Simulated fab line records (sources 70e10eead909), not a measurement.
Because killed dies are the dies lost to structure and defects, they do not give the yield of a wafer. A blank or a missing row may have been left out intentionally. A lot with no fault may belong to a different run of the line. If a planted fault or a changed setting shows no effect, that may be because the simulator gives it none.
What tool caused it? | flow nand_harc | Sampling: 23 lots, 69 wafers, 6 of 1302 route steps

== WHAT THE GAUGES SHOWED, per wafer ==
The record lacks any reading of a measuring or inspecting step that a usual standard deviation could be used to judge.

== WHICH TOOL RAN EACH LOT (tool, then ch and the chambers of the sampled wafers, then the start) ==
lot  | NHARC_A_STAIRCASE_TRIM_14                     | NHARC_A_STAIRCASE_TRIM_187         | NHARC_A_STAIRCASE_ETCH_188                    | NHARC_A_STAIRCASE_TRIM_189                    | NHARC_A_STAIRCASE_TRIM_191                    | NHARC_A_STAIRCASE_STRIP_205
L074 | rie_diel-09 ch 2,3, day 15 16:40 or earlier   | rie_diel-02 ch 0,2, day 15 16:40   | rie_diel-02 ch 0,2,3, day 15 18:56 or earlier | rie_diel-02 ch 2,3, day 15 18:56 or earlier   | rie_diel-02 ch 0,1,3, day 15 18:56 or earlier | plasma_asher-01 ch 0,1, day 15 18:56
L075 | rie_diel-02 ch 0,3, day 16 11:58 or earlier   | rie_diel-09 ch 2,3, day 16 11:58   | rie_diel-09 ch 0,2,3, day 16 14:19 or earlier | rie_diel-09 ch 0,2,3, day 16 14:19 or earlier | rie_diel-09 ch 0,1,2, day 16 14:19 or earlier | plasma_asher-01 ch 0,1, day 16 14:19
L077 | rie_diel-02 ch 1,2,3, day 16 19:33 or earlier | rie_diel-02 ch 0,1,3, day 16 19:33 | rie_diel-02 ch 0,2,3, day 16 21:41 or earlier | rie_diel-02 ch 1,2,3, day 16 21:41 or earlier | rie_diel-02 ch 0,1,2, day 16 21:41 or earlier | plasma_asher-01 ch 0,1, day 16 21:41
L076 | rie_diel-02 ch 0,2, day 16 19:42 or earlier   | rie_diel-09 ch 0,1,3, day 16 19:42 | rie_diel-09 ch 1,2, day 16 21:52 or earlier   | rie_diel-09 ch 0,1,3, day 16 21:52 or earlier | rie_diel-09 ch 0,2,3, day 16 21:52 or earlier | plasma_asher-02 ch 0,1, day 16 21:52
L079 | rie_diel-09 ch 1,2,3, day 17 20:33 or earlier | rie_diel-09 ch 0,3, day 17 20:33   | rie_diel-09 ch 0,2,3, day 18 03:09 or earlier | rie_diel-09 ch 2,3, day 18 03:09 or earlier   | rie_diel-09 ch 0,2, day 18 03:09 or earlier   | plasma_asher-02 ch 0,1, day 18 03:09
L078 | rie_diel-09 ch 1,2, day 17 21:04 or earlier   | rie_diel-02 ch 0,1,3, day 17 21:04 | rie_diel-02 ch 0,1,3, day 17 23:45 or earlier | rie_diel-02 ch 1,2, day 17 23:45 or earlier   | rie_diel-02 ch 0,1,3, day 17 23:45 or earlier | plasma_asher-02 ch 0,1, day 17 23:45
L081 | rie_diel-02 ch 0,1, day 18 16:01 or earlier   | rie_diel-09 ch 0,3, day 18 16:01   | rie_diel-09 ch 1,2,3, day 18 18:26 or earlier | rie_diel-09 ch 0,2,3, day 18 18:26 or earlier | rie_diel-09 ch 1,2,3, day 18 18:26 or earlier | plasma_asher-01 ch 0, day 18 18:26
L080 | rie_diel-09 ch 0,2,3, day 18 16:20 or earlier | rie_diel-09 ch 0,1,3, day 18 16:20 | rie_diel-09 ch 0,1,2, day 18 18:46 or earlier | rie_diel-09 ch 0,1,3, day 18 18:46 or earlier | rie_diel-09 ch 0,1,3, day 18 18:46 or earlier | plasma_asher-01 ch 0,1, day 18 18:46
L082 | rie_diel-09 ch 0,2,3, day 19 15:47 or earlier | rie_diel-09 ch 0,1, day 19 15:47   | rie_diel-09 ch 0,1,3, day 19 18:28 or earlier | rie_diel-09 ch 0,2,3, day 19 18:28 or earlier | rie_diel-09 ch 1,2, day 19 18:28 or earlier   | plasma_asher-02 ch 0,1, day 19 18:28
L083 | rie_diel-09 ch 0,2,3, day 20 03:28 or earlier | rie_diel-02 ch 1,2,3, day 20 03:28 | rie_diel-02 ch 1,2,3, day 20 05:37 or earlier | rie_diel-02 ch 0,3, day 20 05:37 or earlier   | rie_diel-02 ch 0,1,3, day 20 05:37 or earlier | plasma_asher-02 ch 0,1, day 20 05:37
L084 | rie_diel-02 ch 0,2,3, day 20 03:37 or earlier | rie_diel-09 ch 0,1,2, day 20 03:37 | rie_diel-09 ch 0,1,3, day 20 05:41 or earlier | rie_diel-09 ch 0,2,3, day 20 05:41 or earlier | rie_diel-09 ch 0,1,3, day 20 05:41 or earlier | plasma_asher-01 ch 0,1, day 20 05:41
L086 | rie_diel-02 ch 0,1,3, day 20 17:09 or earlier | rie_diel-02 ch 0,1, day 20 17:09   | rie_diel-02 ch 0,3, day 20 20:42 or earlier   | rie_diel-02 ch 0,1,2, day 20 20:42 or earlier | rie_diel-02 ch 0,3, day 20 20:42 or earlier   | plasma_asher-01 ch 0,1, day 20 20:42
L085 | rie_diel-12 ch 0,2,3, day 20 21:51 or earlier | rie_diel-12 ch 0,3, day 20 21:51   | rie_diel-12 ch 0,1,3, day 21 00:59 or earlier | rie_diel-12 ch 0,3, day 21 00:59 or earlier   | rie_diel-12 ch 0,1,3, day 21 00:59 or earlier | plasma_asher-02 ch 0,1, day 21 00:59
L087 | rie_diel-02 ch 1,2, day 21 23:37 or earlier   | rie_diel-02 ch 1,2, day 21 23:37   | rie_diel-02 ch 0,1, day 22 03:02 or earlier   | rie_diel-02 ch 1,2, day 22 03:02 or earlier   | rie_diel-02 ch 0,3, day 22 03:02 or earlier   | plasma_asher-02 ch 0,1, day 22 03:02
L089 | rie_diel-02 ch 1,2,3, day 22 05:25 or earlier | rie_diel-02 ch 0,2, day 22 05:25   | rie_diel-02 ch 1,2,3, day 22 07:40 or earlier | rie_diel-02 ch 0,2, day 22 07:40 or earlier   | rie_diel-02 ch 0,2,3, day 22 07:40 or earlier | plasma_asher-01 ch 0,1, day 22 07:40
L090 | rie_diel-12 ch 0,1,2, day 22 14:19 or earlier | rie_diel-02 ch 1,2,3, day 22 14:19 | rie_diel-02 ch 2,3, day 22 16:34 or earlier   | rie_diel-02 ch 0,1,2, day 22 16:34 or earlier | rie_diel-02 ch 0,1,2, day 22 16:34 or earlier | plasma_asher-02 ch 0,1, day 22 16:34
L091 | rie_diel-02 ch 1,3, day 23 03:38 or earlier   | rie_diel-09 ch 0,1,2, day 23 03:38 | rie_diel-09 ch 0,2,3, day 23 05:46 or earlier | rie_diel-09 ch 0,3, day 23 05:46 or earlier   | rie_diel-09 ch 1,2, day 23 05:46 or earlier   | plasma_asher-02 ch 0,1, day 23 05:46
L093 | rie_diel-02 ch 1,3, day 23 11:17 or earlier   | rie_diel-02 ch 0,1,3, day 23 11:17 | rie_diel-02 ch 0,2,3, day 23 13:25 or earlier | rie_diel-02 ch 0,2,3, day 23 13:25 or earlier | rie_diel-02 ch 0,1, day 23 13:25 or earlier   | plasma_asher-01 ch 0,1, day 23 13:25
L092 | rie_diel-02 ch 0,1,3, day 23 11:35 or earlier | rie_diel-12 ch 0,1,2, day 23 11:35 | rie_diel-12 ch 0,2,3, day 23 13:40 or earlier | rie_diel-12 ch 0,1,3, day 23 13:40 or earlier | rie_diel-12 ch 0,1,2, day 23 13:40 or earlier | plasma_asher-02 ch 0,1, day 23 13:40
L094 | rie_diel-02 ch 1,2,3, day 24 05:22 or earlier | rie_diel-12 ch 1,2, day 24 05:22   | rie_diel-12 ch 0,3, day 24 07:32 or earlier   | rie_diel-12 ch 1,3, day 24 07:32 or earlier   | rie_diel-12 ch 0,1,2, day 24 07:32 or earlier | plasma_asher-01 ch 0,1, day 24 07:32
L095 | rie_diel-09 ch 1,2, day 24 16:58 or earlier   | rie_diel-09 ch 2,3, day 24 16:58   | rie_diel-09 ch 1,2, day 24 23:13 or earlier   | rie_diel-09 ch 2,3, day 24 23:13 or earlier   | rie_diel-09 ch 1,3, day 24 23:13 or earlier   | plasma_asher-02 ch 0, day 24 23:13
L096 | rie_diel-02 ch 1,2,3, day 25 08:31 or earlier | rie_diel-12 ch 0,2,3, day 25 08:31 | rie_diel-12 ch 0,2,3, day 25 10:43 or earlier | rie_diel-12 ch 0,3, day 25 10:43 or earlier   | rie_diel-12 ch 0,3, day 25 10:43 or earlier   | plasma_asher-01 ch 0,1, day 25 10:43
L097 | rie_diel-12 ch 0,2,3, day 25 08:53 or earlier | rie_diel-02 ch 0,2,3, day 25 08:53 | rie_diel-02 ch 0,3, day 25 11:18 or earlier   | rie_diel-02 ch 1,2, day 25 11:18 or earlier   | rie_diel-02 ch 2,3, day 25 11:18 or earlier   | plasma_asher-01 ch 0,1, day 25 11:18
- NHARC_A_STAIRCASE_TRIM_14: chemistry O2, time 211.2 s.
- NHARC_A_STAIRCASE_TRIM_187: chemistry O2, time 211.2 s.
- NHARC_A_STAIRCASE_ETCH_188: etches the open film in C4F8/O2, target depth 100 nm, time 40.5 s.
- NHARC_A_STAIRCASE_TRIM_189: chemistry O2, time 211.2 s.
- NHARC_A_STAIRCASE_TRIM_191: chemistry O2, time 211.2 s.
- NHARC_A_STAIRCASE_STRIP_205: strips in O2.

== WHAT THE TOOLS THEMSELVES READ (means of the sampled wafers that have a number; where no wafer has one, the mark that the record gives instead) ==
NHARC_A_STAIRCASE_TRIM_14. Usual: drypump_motor_current_A 5.8 A, standard deviation 0.31; oes_product_au 1.001 a.u., standard deviation 0.0088; rf_vpp_V 57.9 V, standard deviation 0.9; showerhead_plenum_p_Torr 3.57 Torr, standard deviation 0.14; throttle_valve_pct 17.036 %, standard deviation 0.0092.
lot  | tool        | drypump_motor_current_A (A) | oes_product_au (a.u.) | rf_vpp_V (V) | showerhead_plenum_p_Torr (Torr) | throttle_valve_pct (%) | flag
L074 | rie_diel-09 | 6.0                         | 1.000                 | 57.9         | 3.70                            | 17.036                 |
L075 | rie_diel-02 | 5.8                         | 0.998                 | 59.3         | 3.72                            | 17.032                 |
L077 | rie_diel-02 | 5.6                         | 0.998                 | 58.4         | 3.49                            | 17.031                 |
L076 | rie_diel-02 | 5.9                         | 0.996                 | 58.2         | 3.55                            | 17.039                 |
L079 | rie_diel-09 | 6.1                         | 1.009                 | 58.3         | 3.58                            | 17.034                 |
L078 | rie_diel-09 | 6.2                         | 0.998                 | 57.5         | 3.51                            | 17.030                 |
L081 | rie_diel-02 | 6.0                         | 1.001                 | 58.3         | 3.62                            | 17.044                 |
L080 | rie_diel-09 | 6.1                         | 1.010                 | 59.1         | 3.64                            | 17.022                 |
L082 | rie_diel-09 | 6.1                         | 1.002                 | 57.4         | 3.64                            | 17.032                 |
L083 | rie_diel-09 | 6.1                         | 1.005                 | 58.5         | 3.64                            | 17.040                 |
L084 | rie_diel-02 | 5.7                         | 1.000                 | 57.9         | 3.60                            | 17.049                 |
L086 | rie_diel-02 | 5.7                         | 1.000                 | 58.8         | 3.57                            | 17.033                 |
L085 | rie_diel-12 | 5.8                         | 1.003                 | 58.1         | 3.65                            | 17.030                 |
L087 | rie_diel-02 | 5.7                         | 0.999                 | 57.1         | 3.38                            | 17.035                 |
L089 | rie_diel-02 | 5.6                         | 1.004                 | 58.0         | 3.47                            | 17.045                 |
L090 | rie_diel-12 | 5.8                         | 1.004                 | 57.9         | 3.57                            | 17.042                 |
L091 | rie_diel-02 | 5.6                         | 0.996                 | 57.9         | 3.44                            | 17.037                 |
L093 | rie_diel-02 | 5.4                         | 1.001                 | 57.1         | 3.53                            | 17.033                 |
L092 | rie_diel-02 | 5.7                         | 0.994                 | 58.4         | 3.56                            | 17.035                 |
L094 | rie_diel-02 | 5.6                         | 0.997                 | 57.4         | 3.46                            | 17.040                 |
L095 | rie_diel-09 | 6.1                         | 1.000                 | 58.1         | 3.45                            | 17.041                 |
L096 | rie_diel-02 | 5.6                         | 1.002                 | 58.5         | 3.46                            | 17.029                 |
L097 | rie_diel-12 | 5.7                         | 1.001                 | 57.8         | 3.63                            | 17.030                 |

NHARC_A_STAIRCASE_TRIM_187. Usual: drypump_motor_current_A 5.9 A, standard deviation 0.3; oes_product_au 1.002 a.u., standard deviation 0.01; rf_vpp_V 57.9 V, standard deviation 0.9; showerhead_plenum_p_Torr 3.58 Torr, standard deviation 0.13; throttle_valve_pct 17.036 %, standard deviation 0.0097.
lot  | tool        | drypump_motor_current_A (A) | oes_product_au (a.u.) | rf_vpp_V (V) | showerhead_plenum_p_Torr (Torr) | throttle_valve_pct (%) | flag
L074 | rie_diel-02 | 5.9                         | 0.998                 | 57.7         | 3.55                            | 17.037                 |
L075 | rie_diel-09 | 6.0                         | 1.007                 | 57.4         | 3.70                            | 17.037                 |
L077 | rie_diel-02 | 5.7                         | 1.005                 | 57.7         | 3.59                            | 17.042                 |
L076 | rie_diel-09 | 5.9                         | 1.013                 | 57.4         | 3.62                            | 17.026                 |
L079 | rie_diel-09 | 5.9                         | 1.013                 | 58.5         | 3.72                            | 17.033                 |
L078 | rie_diel-02 | 5.7                         | 0.992                 | 57.7         | 3.59                            | 17.027                 |
L081 | rie_diel-09 | 5.9                         | 1.008                 | 57.4         | 3.71                            | 17.020                 |
L080 | rie_diel-09 | 5.9                         | 1.010                 | 58.4         | 3.61                            | 17.038                 |
L082 | rie_diel-09 | 5.9                         | 1.011                 | 58.1         | 3.50                            | 17.050                 |
L083 | rie_diel-02 | 5.6                         | 0.988                 | 57.7         | 3.48                            | 17.035                 |
L084 | rie_diel-09 | 6.1                         | 1.009                 | 57.6         | 3.53                            | 17.033                 |
L086 | rie_diel-02 | 5.9                         | 1.001                 | 57.6         | 3.60                            | 17.035                 |
L085 | rie_diel-12 | 5.8                         | 1.000                 | 57.4         | 3.63                            | 17.030                 |
L087 | rie_diel-02 | 5.7                         | 1.011                 | 57.2         | 3.38                            | 17.036                 |
L089 | rie_diel-02 | 5.9                         | 0.996                 | 58.0         | 3.53                            | 17.033                 |
L090 | rie_diel-02 | 5.6                         | 0.996                 | 57.5         | 3.47                            | 17.042                 |
L091 | rie_diel-09 | 6.1                         | 1.012                 | 57.3         | 3.52                            | 17.039                 |
L093 | rie_diel-02 | 5.7                         | 0.996                 | 58.4         | 3.56                            | 17.034                 |
L092 | rie_diel-12 | 5.8                         | 1.002                 | 58.9         | 3.56                            | 17.037                 |
L094 | rie_diel-12 | 5.7                         | 0.991                 | 57.8         | 3.58                            | 17.043                 |
L095 | rie_diel-09 | 6.2                         | 1.005                 | 57.5         | 3.58                            | 17.034                 |
L096 | rie_diel-12 | 5.8                         | 1.001                 | 58.0         | 3.63                            | 17.037                 |
L097 | rie_diel-02 | 5.7                         | 1.000                 | 57.1         | 3.58                            | 17.037                 |

NHARC_A_STAIRCASE_ETCH_188. Usual: oes_product_au 0.941 a.u., standard deviation 0.012; rf_vpp_V 898 V, standard deviation 5.
lot  | tool        | oes_product_au (a.u.) | rf_vpp_V (V) | flag
L074 | rie_diel-02 | 0.946                 | 899          |
L075 | rie_diel-09 | 0.941                 | 901          |
L077 | rie_diel-02 | 0.961                 | 899          |
L076 | rie_diel-09 | 0.933                 | 893          |
L079 | rie_diel-09 | 0.929                 | 900          |
L078 | rie_diel-02 | 0.932                 | 898          |
L081 | rie_diel-09 | 0.941                 | 897          |
L080 | rie_diel-09 | 0.924                 | 896          |
L082 | rie_diel-09 | 0.938                 | 900          |
L083 | rie_diel-02 | 0.946                 | 894          |
L084 | rie_diel-09 | 0.954                 | 899          |
L086 | rie_diel-02 | 0.941                 | 902          |
L085 | rie_diel-12 | 0.924                 | 900          |
L087 | rie_diel-02 | 0.930                 | 894          |
L089 | rie_diel-02 | 0.946                 | 893          |
L090 | rie_diel-02 | 0.942                 | 897          |
L091 | rie_diel-09 | 0.931                 | 900          |
L093 | rie_diel-02 | 0.947                 | 898          |
L092 | rie_diel-12 | 0.956                 | 900          |
L094 | rie_diel-12 | 0.928                 | 902          |
L095 | rie_diel-09 | 0.935                 | 894          |
L096 | rie_diel-12 | 0.939                 | 900          |
L097 | rie_diel-02 | 0.953                 | 901          |

NHARC_A_STAIRCASE_TRIM_189. Usual: drypump_motor_current_A 5.84 A, standard deviation 0.28; oes_product_au 1.002 a.u., standard deviation 0.0098; rf_vpp_V 58.0 V, standard deviation 0.93; showerhead_plenum_p_Torr 3.58 Torr, standard deviation 0.14; throttle_valve_pct 17.037 %, standard deviation 0.0093.
lot  | tool        | drypump_motor_current_A (A) | oes_product_au (a.u.) | rf_vpp_V (V) | showerhead_plenum_p_Torr (Torr) | throttle_valve_pct (%) | flag
L074 | rie_diel-02 | 5.43                        | 1.014                 | 57.9         | 3.59                            | 17.034                 |
L075 | rie_diel-09 | 6.10                        | 1.011                 | 58.0         | 3.66                            | 17.045                 |
L077 | rie_diel-02 | 5.56                        | 1.003                 | 58.3         | 3.49                            | 17.030                 |
L076 | rie_diel-09 | 5.91                        | 1.008                 | 58.5         | 3.62                            | 17.036                 |
L079 | rie_diel-09 | 6.24                        | 0.999                 | 58.3         | 3.61                            | 17.031                 |
L078 | rie_diel-02 | 5.73                        | 0.990                 | 57.5         | 3.42                            | 17.038                 |
L081 | rie_diel-09 | 6.09                        | 1.002                 | 57.5         | 3.64                            | 17.038                 |
L080 | rie_diel-09 | 5.92                        | 1.007                 | 57.6         | 3.61                            | 17.044                 |
L082 | rie_diel-09 | 6.10                        | 1.009                 | 57.6         | 3.64                            | 17.032                 |
L083 | rie_diel-02 | 5.55                        | 1.005                 | 59.0         | 3.67                            | 17.038                 |
L084 | rie_diel-09 | 6.11                        | 1.007                 | 58.3         | 3.64                            | 17.039                 |
L086 | rie_diel-02 | 5.85                        | 0.998                 | 56.9         | 3.50                            | 17.041                 |
L085 | rie_diel-12 | 5.77                        | 1.001                 | 57.9         | 3.63                            | 17.042                 |
L087 | rie_diel-02 | 5.70                        | 1.005                 | 57.4         | 3.38                            | 17.031                 |
L089 | rie_diel-02 | 5.89                        | 1.006                 | 59.1         | 3.53                            | 17.038                 |
L090 | rie_diel-02 | 5.85                        | 1.001                 | 57.4         | 3.50                            | 17.029                 |
L091 | rie_diel-09 | 5.94                        | 1.000                 | 58.9         | 3.66                            | 17.046                 |
L093 | rie_diel-02 | 5.75                        | 1.002                 | 58.3         | 3.59                            | 17.043                 |
L092 | rie_diel-12 | 5.83                        | 0.993                 | 57.8         | 3.63                            | 17.038                 |
L094 | rie_diel-12 | 5.87                        | 0.989                 | 57.7         | 3.63                            | 17.041                 |
L095 | rie_diel-09 | 6.05                        | 1.008                 | 57.3         | 3.66                            | 17.039                 |
L096 | rie_diel-12 | 5.78                        | 0.991                 | 58.9         | 3.61                            | 17.035                 |
L097 | rie_diel-02 | 5.75                        | 1.021                 | 58.0         | 3.39                            | 17.038                 |

NHARC_A_STAIRCASE_TRIM_191. Usual: drypump_motor_current_A 5.9 A, standard deviation 0.31; oes_product_au 1.003 a.u., standard deviation 0.01; rf_vpp_V 57.8 V, standard deviation 0.92; showerhead_plenum_p_Torr 3.59 Torr, standard deviation 0.13; throttle_valve_pct 17.037 %, standard deviation 0.0092.
lot  | tool        | drypump_motor_current_A (A) | oes_product_au (a.u.) | rf_vpp_V (V) | showerhead_plenum_p_Torr (Torr) | throttle_valve_pct (%) | flag
L074 | rie_diel-02 | 5.7                         | 0.995                 | 57.6         | 3.60                            | 17.044                 |
L075 | rie_diel-09 | 6.1                         | 1.005                 | 57.0         | 3.55                            | 17.043                 |
L077 | rie_diel-02 | 5.9                         | 0.992                 | 56.8         | 3.52                            | 17.039                 |
L076 | rie_diel-09 | 6.1                         | 1.006                 | 57.8         | 3.65                            | 17.036                 |
L079 | rie_diel-09 | 6.2                         | 1.011                 | 57.4         | 3.61                            | 17.023                 |
L078 | rie_diel-02 | 5.7                         | 1.004                 | 57.5         | 3.59                            | 17.036                 |
L081 | rie_diel-09 | 6.1                         | 1.004                 | 57.4         | 3.58                            | 17.038                 |
L080 | rie_diel-09 | 5.9                         | 1.009                 | 58.4         | 3.61                            | 17.034                 |
L082 | rie_diel-09 | 6.0                         | 1.014                 | 57.6         | 3.46                            | 17.035                 |
L083 | rie_diel-02 | 5.7                         | 0.998                 | 58.2         | 3.58                            | 17.041                 |
L084 | rie_diel-09 | 5.9                         | 1.015                 | 57.2         | 3.61                            | 17.033                 |
L086 | rie_diel-02 | 5.8                         | 1.008                 | 57.7         | 3.70                            | 17.043                 |
L085 | rie_diel-12 | 5.8                         | 0.998                 | 58.1         | 3.64                            | 17.037                 |
L087 | rie_diel-02 | 5.9                         | 1.008                 | 58.2         | 3.69                            | 17.045                 |
L089 | rie_diel-02 | 5.7                         | 0.999                 | 57.4         | 3.59                            | 17.039                 |
L090 | rie_diel-02 | 5.9                         | 0.998                 | 58.0         | 3.50                            | 17.042                 |
L091 | rie_diel-09 | 6.1                         | 0.999                 | 56.8         | 3.45                            | 17.035                 |
L093 | rie_diel-02 | 6.0                         | 0.996                 | 57.5         | 3.59                            | 17.042                 |
L092 | rie_diel-12 | 5.8                         | 1.003                 | 58.7         | 3.56                            | 17.040                 |
L094 | rie_diel-12 | 5.8                         | 1.005                 | 56.8         | 3.56                            | 17.028                 |
L095 | rie_diel-09 | 5.9                         | 1.003                 | 57.7         | 3.52                            | 17.043                 |
L096 | rie_diel-12 | 5.8                         | 1.006                 | 57.9         | 3.61                            | 17.045                 |
L097 | rie_diel-02 | 5.6                         | 1.012                 | 58.0         | 3.49                            | 17.035                 |

NHARC_A_STAIRCASE_STRIP_205. Usual: drypump_motor_current_A 5.8 A, standard deviation 0.4; heater_power_w 328 W, standard deviation 24.
lot  | tool            | drypump_motor_current_A (A) | heater_power_w (W) | flag
L074 | plasma_asher-01 | 5.4                         | 353                |
L075 | plasma_asher-01 | 5.6                         | 350                |
L077 | plasma_asher-01 | 5.4                         | 355                |
L076 | plasma_asher-02 | 6.1                         | 302                |
L079 | plasma_asher-02 | 6.1                         | 302                |
L078 | plasma_asher-02 | 6.1                         | 294                |
L081 | plasma_asher-01 | 5.8                         | 359                |
L080 | plasma_asher-01 | 5.4                         | 358                |
L082 | plasma_asher-02 | 6.1                         | 307                |
L083 | plasma_asher-02 | 6.1                         | 312                |
L084 | plasma_asher-01 | 5.6                         | 360                |
L086 | plasma_asher-01 | 5.4                         | 351                |
L085 | plasma_asher-02 | 6.1                         | 309                |
L087 | plasma_asher-02 | 6.1                         | 308                |
L089 | plasma_asher-01 | 5.6                         | 349                |
L090 | plasma_asher-02 | 6.2                         | 310                |
L091 | plasma_asher-02 | 6.1                         | 302                |
L093 | plasma_asher-01 | 5.4                         | 350                |
L092 | plasma_asher-02 | 6.2                         | 309                |
L094 | plasma_asher-01 | 5.6                         | 345                |
L095 | plasma_asher-02 | 6.0                         | 306                |
L096 | plasma_asher-01 | 5.6                         | 342                |
L097 | plasma_asher-01 | 5.6                         | 339                |

== THE ANSWER, worked out from the rows above alone ==
Rule: take the mean of a lot's wafers that have a number; if it is more than 3 standard deviations from the usual mean, the lot is off. Also off: a lot with no number at a reading for which 4 or more lots have one. All remaining lots with rows at the step are treated as sound. Order of review: gauges by route order, followed by the tools' own readings, for which a lot's mean as printed above is used. The first step at which some lot is off is used, and at that step the reading that is off furthest; a lot without a number counts as furthest.
None of the lots is off at any reading shown; this tells nothing.

== WHAT THE SIMULATOR HAD PUT IN ==
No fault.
